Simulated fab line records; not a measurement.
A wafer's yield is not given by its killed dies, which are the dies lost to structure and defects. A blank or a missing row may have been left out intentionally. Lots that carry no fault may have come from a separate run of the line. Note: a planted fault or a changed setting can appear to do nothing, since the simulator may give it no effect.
Chamber matching :: flow n5Finfet :: N5_BEOL_M5_STRIP_19 on rieDiel-06 has 4 sister chambers
The step strips in O2. 24 wafers are shown with their chamber, then 12 later ones without.

== WAFERS, EACH WITH ITS CHAMBER ==
wafer: L074.1
chamber: 3
drypumpMotorCurrentA (A): 5.9
showerheadPlenumPTorr (Torr): 2.02
throttleValvePct (%): 16.64

wafer: L074.2
chamber: 2
drypumpMotorCurrentA (A): 5.5
showerheadPlenumPTorr (Torr): 1.97
throttleValvePct (%): 16.87

wafer: L074.3
chamber: 0
drypumpMotorCurrentA (A): 5.8
showerheadPlenumPTorr (Torr): 2.14
throttleValvePct (%): 17.18

wafer: L074.4
chamber: 1
drypumpMotorCurrentA (A): 6.3
showerheadPlenumPTorr (Torr): 2.18
throttleValvePct (%): 17.04

wafer: L074.5
chamber: 0
drypumpMotorCurrentA (A): 5.8
showerheadPlenumPTorr (Torr): 2.14
throttleValvePct (%): 17.16

wafer: L074.6
chamber: 3
drypumpMotorCurrentA (A): 5.9
showerheadPlenumPTorr (Torr): 2.02
throttleValvePct (%): 16.65

wafer: L077.1
chamber: 2
drypumpMotorCurrentA (A): 5.5
showerheadPlenumPTorr (Torr): 1.97
throttleValvePct (%): 16.87

wafer: L077.4
chamber: 3
drypumpMotorCurrentA (A): 5.9
showerheadPlenumPTorr (Torr): 2.02
throttleValvePct (%): 16.64

wafer: L077.5
chamber: 3
drypumpMotorCurrentA (A): 5.9
showerheadPlenumPTorr (Torr): 2.02
throttleValvePct (%): 16.64

wafer: L080.2
chamber: 2
drypumpMotorCurrentA (A): 5.4
showerheadPlenumPTorr (Torr): 1.96
throttleValvePct (%): 16.89

wafer: L080.5
chamber: 2
drypumpMotorCurrentA (A): 5.4
showerheadPlenumPTorr (Torr): 1.96
throttleValvePct (%): 16.88

wafer: L080.6
chamber: 3
drypumpMotorCurrentA (A): 5.9
showerheadPlenumPTorr (Torr): 2.02
throttleValvePct (%): 16.65

wafer: L094.1
chamber: 3
drypumpMotorCurrentA (A): 5.9
showerheadPlenumPTorr (Torr): 2.01
throttleValvePct (%): 16.73

wafer: L094.2
chamber: 1
drypumpMotorCurrentA (A): 6.3
showerheadPlenumPTorr (Torr): 2.17
throttleValvePct (%): 17.13

wafer: L094.3
chamber: 2
drypumpMotorCurrentA (A): 5.4
showerheadPlenumPTorr (Torr): 2.22
throttleValvePct (%): 16.42

wafer: L094.4
chamber: 0
drypumpMotorCurrentA (A): 5.8
showerheadPlenumPTorr (Torr): 2.13
throttleValvePct (%): 16.76

wafer: L094.5
chamber: 2
drypumpMotorCurrentA (A): 5.4
showerheadPlenumPTorr (Torr): 2.22
throttleValvePct (%): 16.41

wafer: L094.6
chamber: 3
drypumpMotorCurrentA (A): 5.9
showerheadPlenumPTorr (Torr): 2.01
throttleValvePct (%): 16.70

wafer: L095.1
chamber: 3
drypumpMotorCurrentA (A): 5.9
showerheadPlenumPTorr (Torr): 2.01
throttleValvePct (%): 16.72

wafer: L095.4
chamber: 0
drypumpMotorCurrentA (A): 5.8
showerheadPlenumPTorr (Torr): 2.13
throttleValvePct (%): 16.77

wafer: L095.6
chamber: 0
drypumpMotorCurrentA (A): 5.8
showerheadPlenumPTorr (Torr): 2.13
throttleValvePct (%): 16.78

wafer: L096.1
chamber: 1
drypumpMotorCurrentA (A): 6.3
showerheadPlenumPTorr (Torr): 2.17
throttleValvePct (%): 17.12

wafer: L096.2
chamber: 2
drypumpMotorCurrentA (A): 5.5
showerheadPlenumPTorr (Torr): 2.22
throttleValvePct (%): 16.43

wafer: L096.3
chamber: 3
drypumpMotorCurrentA (A): 5.9
showerheadPlenumPTorr (Torr): 2.01
throttleValvePct (%): 16.72

SIGNATURES (means of the wafers above)
reading: drypumpMotorCurrentA
chamber 0: 5.800
chamber 1: 6.300
chamber 2: 5.443
chamber 3: 5.900
scatter within a chamber: 0.0293

reading: showerheadPlenumPTorr
chamber 0: 2.1340
chamber 1: 2.1733
chamber 2: 2.0743
chamber 3: 2.0156
scatter within a chamber: 0.0748

reading: throttleValvePct
chamber 0: 16.9300
chamber 1: 17.0967
chamber 2: 16.6814
chamber 3: 16.6767
scatter within a chamber: 0.169
Rule: a wafer's distance from a chamber is the root of the sum, over the readings, of the square of ((its reading less the chamber's mean) divided by the reading's scatter). The wafer belongs to the nearest chamber; if the next one is less than 2 further off, it can't be placed. How the scatter is found: for the shown wafers, subtract from each reading the mean of its chamber, square and add these, divide the total by (wafers less chambers), then take the root.

== WAFERS MISSING THEIR CHAMBER ==
wafer: L096.4
drypumpMotorCurrentA (A): 5.8
showerheadPlenumPTorr (Torr): 2.13
throttleValvePct (%): 16.77

wafer: L096.5
drypumpMotorCurrentA (A): 5.9
showerheadPlenumPTorr (Torr): 2.01
throttleValvePct (%): 16.74

wafer: L096.6
drypumpMotorCurrentA (A): 5.8
showerheadPlenumPTorr (Torr): 2.13
throttleValvePct (%): 16.77

wafer: L097.1
drypumpMotorCurrentA (A): 6.3
showerheadPlenumPTorr (Torr): 2.17
throttleValvePct (%): 17.13

wafer: L097.2
drypumpMotorCurrentA (A): 5.9
showerheadPlenumPTorr (Torr): 2.00
throttleValvePct (%): 16.73

wafer: L097.3
drypumpMotorCurrentA (A): 5.8
showerheadPlenumPTorr (Torr): 2.12
throttleValvePct (%): 16.78

wafer: L097.4
drypumpMotorCurrentA (A): 5.4
showerheadPlenumPTorr (Torr): 2.22
throttleValvePct (%): 16.44

wafer: L097.5
drypumpMotorCurrentA (A): 5.8
showerheadPlenumPTorr (Torr): 2.12
throttleValvePct (%): 16.78

wafer: L097.6
drypumpMotorCurrentA (A): 6.3
showerheadPlenumPTorr (Torr): 2.17
throttleValvePct (%): 17.13

wafer: L091.3
drypumpMotorCurrentA (A): 5.8
showerheadPlenumPTorr (Torr): 2.12
throttleValvePct (%): 16.79

wafer: L091.4
drypumpMotorCurrentA (A): 5.9
showerheadPlenumPTorr (Torr): 2.00
throttleValvePct (%): 16.73

wafer: L091.5
drypumpMotorCurrentA (A): 5.9
showerheadPlenumPTorr (Torr): 2.00
throttleValvePct (%): 16.73

== EACH ONE'S CHAMBER ==
wafer: L096.4
from the rows above: 0
in truth: 0

wafer: L096.5
from the rows above: 3
in truth: 3

wafer: L096.6
from the rows above: 0
in truth: 0

wafer: L097.1
from the rows above: 1
in truth: 1

wafer: L097.2
from the rows above: 3
in truth: 3

wafer: L097.3
from the rows above: 0
in truth: 0

wafer: L097.4
from the rows above: 2
in truth: 2

wafer: L097.5
from the rows above: 0
in truth: 0

wafer: L097.6
from the rows above: 1
in truth: 1

wafer: L091.3
from the rows above: 0
in truth: 0

wafer: L091.4
from the rows above: 3
in truth: 3

wafer: L091.5
from the rows above: 3
in truth: 3
Correct placement for 12 of the 12. Number that these rows cannot place: 0. Wrongly placed: 0.
